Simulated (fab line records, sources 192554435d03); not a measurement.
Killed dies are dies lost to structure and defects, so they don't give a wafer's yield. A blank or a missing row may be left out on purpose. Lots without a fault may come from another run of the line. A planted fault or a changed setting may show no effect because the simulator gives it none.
fab line records | flow n5_finfet
record lots=6 wafers=18 last_day=18
route steps=1938 shown BEOL_M1@819 BEOL_M4@1111
lots that met no fault: from a run of the same line without faults
start_h: hours from the record's first day to the start of the lot's first wafer shown | wait_h: hours since the lot's step before | " the same as in the row above | L1.1+2: a row that stands for several wafers | - no value, or no start given | * or withheld: withheld | < > ~ a bound
route shown NAME@n: a module of which the file shows steps, and the number in the route of the first | usual: mean/standard deviation of fault-free wafers | same: alike in all rows | chamber/n: place in a boat | sites: the reading at each site | _std_site: their standard deviation | _edge_site: outer sites' mean less inner sites' | radius_mm: how far each site lies from the wafer's centre | mask NAME#n: copy n | behind: the tool/chamber that last shaped the wafer | hold: why the lot was held/for how many hours/how that ended | device: the transistor (n, p or np) that didn't switch | end of line: the same wafers' tests at the end of the route | a step without rows: its recipe alone | killed: dies lost to structure and defects at the first sort, not the wafer's yield | map: a wafer's dies, x killed, . not, _ none there
set.NAME: the setting as run; set.NAME@STEP: as run at that earlier step | model.NAME: the simulator's own value behind a step, which no gauge read
lots at some steps of the route; a table a step, a row a wafer
services: from which hour (start_h, from the record's first day; less than 0 if before it) a tool's chamber was out of use, for how many hours, and why
## steps
# step N5_BEOL_M1_ANNEAL_82
# recipe temp_c=400 time_s=240 ambient=vacuum
# usual heater_power_w=818/95
# columns lot.wafer tool chamber start_h wait_h heater_power_w
L783.4 pvd_sputter-03 - 161.87 0.0 871
L783.5 " - " " 878
L783.6 " - " " 873
L784.1 pvd_sputter-02 - 169.75 0.0 838
L784.3 " - " " 863
L784.5 " - " " 932
L794.1 pvd_sputter-02 - 225.59 0.0 931
L794.2 " - " " 820
L794.5 " - " " 909
L795.1 pvd_sputter-02 - 254.38 0.0 947
L795.3 " - " " 841
L795.5 " - " " 930
L799.1 pvd_sputter-01 - 267.91 0.0 827
L799.4 " - " " 608
L799.6 " - " " 819
L800.1 pvd_sputter-02 - 274.22 0.0 845
L800.3 " - " " 929
L800.6 " - " " 847
# step N5_BEOL_M1_SPUTTER_86
# recipe material=Cu target_thk_a=45 temp_c=-20 chamber_pressure_pa=0.07 power_w=withheld time_s=8.29
# step N5_BEOL_M1_ANNEAL_87
# recipe temp_c=400 time_s=240 ambient=vacuum
# step N5_BEOL_M1_SPUTTER_88
# recipe material=Cu target_thk_a=45 temp_c=-20 chamber_pressure_pa=0.07 power_w=withheld time_s=8.29
# step N5_BEOL_M1_ANNEAL_89
# recipe temp_c=400 time_s=240 ambient=vacuum
# usual heater_power_w=817/96
# columns lot.wafer tool chamber start_h wait_h heater_power_w
L783.4 pvd_sputter-03 - 162.31 0.0 884
L783.5 " - " " 873
L783.6 " - " " 848
L784.1 pvd_sputter-02 - 170.19 0.0 832
L784.3 " - " " 842
L784.5 " - " " 914
L794.1 pvd_sputter-02 - 226.03 0.0 918
L794.2 " - " " 835
L794.5 " - " " 919
L795.1 pvd_sputter-02 - 254.82 0.0 947
L795.3 " - " " 876
L795.5 " - " " 913
L799.1 pvd_sputter-01 - 268.35 0.0 805
L799.4 " - " " 589
L799.6 " - " " 826
L800.1 pvd_sputter-02 - 274.66 0.0 845
L800.3 " - " " 928
L800.6 " - " " 855
# step N5_BEOL_M1_SPUTTER_90
# recipe material=Cu target_thk_a=45 temp_c=-20 chamber_pressure_pa=0.07 power_w=withheld time_s=8.29
# usual throttle_valve_pct=29.9/1.3
# columns lot.wafer tool chamber start_h wait_h throttle_valve_pct
L783.4 pvd_sputter-03 - 162.45 0.1 31.4
L783.5 " - " " 31.5
L783.6 " - " " 31.1
L784.1 pvd_sputter-02 - 170.33 0.1 30.6
L784.3 " - " " 30.8
L784.5 " - " " 29.1
L794.1 pvd_sputter-02 - 226.17 0.1 29.2
L794.2 " - " " 30.7
L794.5 " - " " 28.9
L795.1 pvd_sputter-02 - 254.96 0.1 30.2
L795.3 " - " " 30.6
L795.5 " - " " 29.1
L799.1 pvd_sputter-01 - 268.49 0.1 28.6
L799.4 " - " " 30.7
L799.6 " - " " 28.9
L800.1 pvd_sputter-02 - 274.80 0.1 31.2
L800.3 " - " " 29.9
L800.6 " - " " 30.8
# step N5_BEOL_M1_ANNEAL_91
# recipe temp_c=400 time_s=240 ambient=vacuum
# usual heater_power_w=818/95
# columns lot.wafer tool chamber start_h wait_h heater_power_w
L783.4 pvd_sputter-03 - 162.53 0.0 872
L783.5 " - " " 885
L783.6 " - " " 908
L784.1 pvd_sputter-02 - 170.41 0.0 833
L784.3 " - " " 857
L784.5 " - " " 936
L794.1 pvd_sputter-02 - 226.25 0.0 934
L794.2 " - " " 855
L794.5 " - " " 944
L795.1 pvd_sputter-02 - 255.04 0.0 949
L795.3 " - " " 850
L795.5 " - " " 923
L799.1 pvd_sputter-01 - 268.57 0.0 795
L799.4 " - " " 595
L799.6 " - " " 815
L800.1 pvd_sputter-02 - 274.88 0.0 869
L800.3 " - " " 945
L800.6 " - " " 859
# step N5_BEOL_M1_SPUTTER_92
# recipe material=Cu target_thk_a=45 temp_c=-20 chamber_pressure_pa=0.07 power_w=withheld time_s=8.29
# step N5_BEOL_M1_ANNEAL_93
# recipe temp_c=400 time_s=240 ambient=vacuum
# usual heater_power_w=817/96
# columns lot.wafer tool chamber start_h wait_h heater_power_w
L783.4 pvd_sputter-03 - 162.75 0.0 885
L783.5 " - " " 884
L783.6 " - " " 861
L784.1 pvd_sputter-02 - 170.63 0.0 826
L784.3 " - " " 840
L784.5 " - " " 927
L794.1 pvd_sputter-02 - 226.47 0.0 924
L794.2 " - " " 827
L794.5 " - " " 945
L795.1 pvd_sputter-02 - 255.26 0.0 951
L795.3 " - " " 845
L795.5 " - " " 920
L799.1 pvd_sputter-01 - 268.79 0.0 837
L799.4 " - " " 598
L799.6 " - " " 821
L800.1 pvd_sputter-02 - 275.10 0.0 842
L800.3 " - " " 968
L800.6 " - " " 872
# step N5_BEOL_M1_SPUTTER_94
# recipe material=Cu target_thk_a=45 temp_c=-20 chamber_pressure_pa=0.07 power_w=withheld time_s=8.29
# step N5_BEOL_M1_ANNEAL_95
# recipe temp_c=400 time_s=240 ambient=vacuum
# step N5_BEOL_M1_SPUTTER_96
# recipe material=Cu target_thk_a=45 temp_c=-20 chamber_pressure_pa=0.07 power_w=withheld time_s=8.29
# step N5_BEOL_M1_ECD_50
# recipe material=Cu target_thk_a=3000
# columns lot.wafer tool chamber start_h wait_h model.Cu_of_BEOL_M1_ECD_50.thk_nm
L783.4 ecd_cu-01 1 163.25 0.1 162.2
L783.5 " 1 " " 160.4
L783.6 " 0 " " 161.8
L784.1 ecd_cu-01 1 171.11 0.1 166
L784.3 " 1 " " 163.2
L784.5 " 1 " " 165
L794.1 ecd_cu-02 0 226.95 0.1 297.4
L794.2 " 1 " " 301
L794.5 " 1 " " 301.8
L795.1 ecd_cu-01 1 255.74 0.1 298
L795.3 " 1 " " 303.6
L795.5 " 1 " " 301.4
L799.1+4 ecd_cu-01 1,0 269.27 0.1 297.8
L799.6 " 1 " " 301
L800.1 ecd_cu-01 1 275.58 0.1 299
L800.3 " 1 " " 304
L800.6 " 1 " " 301.8
# step N5_BEOL_M1_ANNEAL_51
# recipe temp_c=225 time_s=90 ambient=N2
# step N5_BEOL_M1_CMP_52
# recipe stop_on=SiOC t_overpolish_s=6.8 down_force_psi=1 platen_rpm=50 clearing_platen_down_force_psi=1.5 clearing_platen_rpm=50 post_cmp_clean=cu_alkaline target_thk_nm=40 clearing_platen_pad_velocity_m_s=0.99484 pad_velocity_m_s=0.99484
# usual edge_zone_pressure_frac=1.000/0.0052 motor_current_A=6.0/0.69 slurry_flow_ml_min=150.0/0.5 time_to_endpoint_s=62/4.6
# columns lot.wafer tool chamber start_h wait_h edge_zone_pressure_frac motor_current_A slurry_flow_ml_min time_to_endpoint_s
L783.4 cmp-01 1 163.69 0.2 1.006 5.3 149.5 31
L783.6 " 3 " " 0.998 6.5 149.7 34
L783.5 " 0 " " 0.995 6.6 149.8 38
L784.3 cmp-01 0 171.50 0.2 0.996 6.8 150.6 39
L784.1 " 1 " " 0.995 5.4 149.9 27
L784.5 " 1 " " 1.000 5.0 149.7 28
L794.2 cmp-01 3 227.75 0.6 0.995 6.5 150.3 64
L794.1 " 0 " " 1.005 7.2 150.4 67
L794.5 " 3 " " 0.997 6.3 150.5 67
L795.1 cmp-02 1 256.11 0.3 0.996 7.0 149.7 62
L795.3 " 0 " " 0.994 5.4 150.3 66
L795.5 " 1 " " 1.001 6.9 150.0 65
L799.4 cmp-02 1 269.86 0.2 1.003 7.1 150.5 62
L799.1 " 2 " " 0.997 4.8 150.7 58
L799.6 " 2 " " 0.997 4.6 151.3 59
L800.3 cmp-01 2 276.22 0.3 0.995 5.6 150.3 59
L800.1 " 3 " " 1.008 6.1 150.2 61
L800.6 " 3 " " 1.010 6.4 150.1 60
# step N5_BEOL_M1_THK_MEAS_53
# recipe thk_meas_gauge=xrf reads=Cu_of_BEOL_M1_ECD_50
# usual M1_THK=39.9/1.9
# columns lot.wafer tool chamber start_h wait_h M1_THK[nm]
L783.4 film_metro-02 - 163.91 - 37.8
L783.5 " - " " 42.9
L783.6 " - " " 40.5
L784.1 film_metro-02 - 171.80 - 35.6
L784.3 " - " " 41.7
L784.5 " - " " 38.2
L794.1 film_metro-02 - 228.01 - 41.9
L794.2 " - " " 39.8
L794.5 " - " " 41.0
L795.1 film_metro-02 - 256.40 - 40.7
L795.3 " - " " 41.1
L795.5 " - " " 41.7
L799.1 film_metro-02 - 270.15 - 35.4
L799.4 " - " " 37.3
L799.6 " - " " 39.1
L800.1 film_metro-01 - 276.52 - 38.5
L800.3 " - " " 37.3
L800.6 " - " " 41.1
# step N5_BEOL_M4_RC_MEAS_101
# usual DIBL_N=36.4/2 DIBL_P=36.1/2.5 IOFF_N=0.16/0.037 IOFF_P=0.20/0.038 ION_N=670/13 ION_P=459/8.3 SS_N=71.6/0.69 SS_P=73.3/0.72 VT_N=250/3.4 VT_P=-251/3.1
# columns lot.wafer tool chamber start_h wait_h DIBL_N[mV/V] DIBL_P[mV/V] IOFF_N[nA/um] IOFF_P[nA/um] ION_N[uA/um] ION_P[uA/um] SS_N[mV/dec] SS_P[mV/dec] VT_N[mV] VT_P[mV]
L784.1 prober-01 0 200.67 0.0 34.9 34.5 0.13 0.19 665 464 71.3 72.3 254 -249
L784.3 " 0 " " 33.9 33.5 0.12 0.17 656 454 71.4 72.4 254 -254
L784.5 " 0 " " 37.8 38.2 0.18 0.24 683 466 71.5 74.0 249 -250
L783.4 prober-01 0 203.89 0.8 34.7 35.1 0.16 0.21 682 466 71.2 73.4 246 -248
L783.5 " 0 " " 33.2 32.1 0.12 0.16 649 448 71.2 72.6 255 -253
L783.6 " 0 " " 35.5 36.3 0.17 0.21 677 460 71.4 73.4 249 -249
L794.1 prober-02 0 271.00 0.0 37.6 36.6 0.17 0.24 700 485 71.6 73.2 247 -247
L794.2 " 0 " " 39.6 39.3 0.21 0.28 679 473 72.6 73.7 247 -245
L794.5 " 0 " " 40.1 39.6 0.21 0.28 679 473 72.8 74.3 245 -245
L795.1 prober-01 0 290.32 0.0 36.3 36.2 0.14 0.23 659 468 71.4 73.5 250 -247
L795.3 " 0 " " 37.3 38.6 0.16 0.26 664 470 71.3 73.9 251 -245
L795.5 " 0 " " 36.1 37.3 0.14 0.24 672 476 71.2 73.3 252 -246
L799.1 prober-01 0 304.35 0.0 38.8 39.0 0.23 0.22 697 464 71.5 74.2 244 -252
L799.4 " 0 " " 35.6 36.4 0.16 0.18 677 462 71.3 73.5 248 -253
L799.6 " 0 " " 37.6 38.2 0.19 0.21 671 456 71.8 74.1 248 -251
L800.1 prober-01 0 313.51 0.0 38.7 39.0 0.20 0.24 694 467 72.2 73.9 248 -251
L800.3 " 0 " " 36.7 35.9 0.15 0.20 666 454 71.5 73.3 251 -252
L800.6 " 0 " " 38.1 37.8 0.19 0.22 689 468 72.1 74.1 248 -252
## services
# columns tool chamber start_h hours kind
cmp-01 - 146.36 3.7 repair
cmp-02 - 171.99 2.0 repair
cmp-01 - 183.00 2.6 repair
cmp-01 - 249.27 0.4 repair
cmp-01 - 267.77 4.0 pm
cmp-01 - 271.77 - consumable_replace:conditioner
cmp-01 - 271.77 - consumable_replace:pad
cmp-02 - 271.79 4.5 repair
## key
first_sign step=N5_BEOL_M1_CMP_52 reading=time_to_endpoint_s direction=down sigmas=6.4 usual=* struck=*
effect none on later readings
model_effect step=N5_BEOL_M1_ECD_50 value=Cu_of_BEOL_M1_ECD_50.thk_nm without=300.9 struck=163.1
met_at N5_BEOL_M1_ECD_50
struck_wafers L783.4,L783.5,L783.6,L784.1,L784.3,L784.5
fault kind=process_parameter_drift tool=ecd_cu-01 chamber=- onset_h=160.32 steps=N5_BEOL_M1_ECD_50 channel=target_thk_a offset=* shape=step end_h=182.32 acts_in=* stated=*
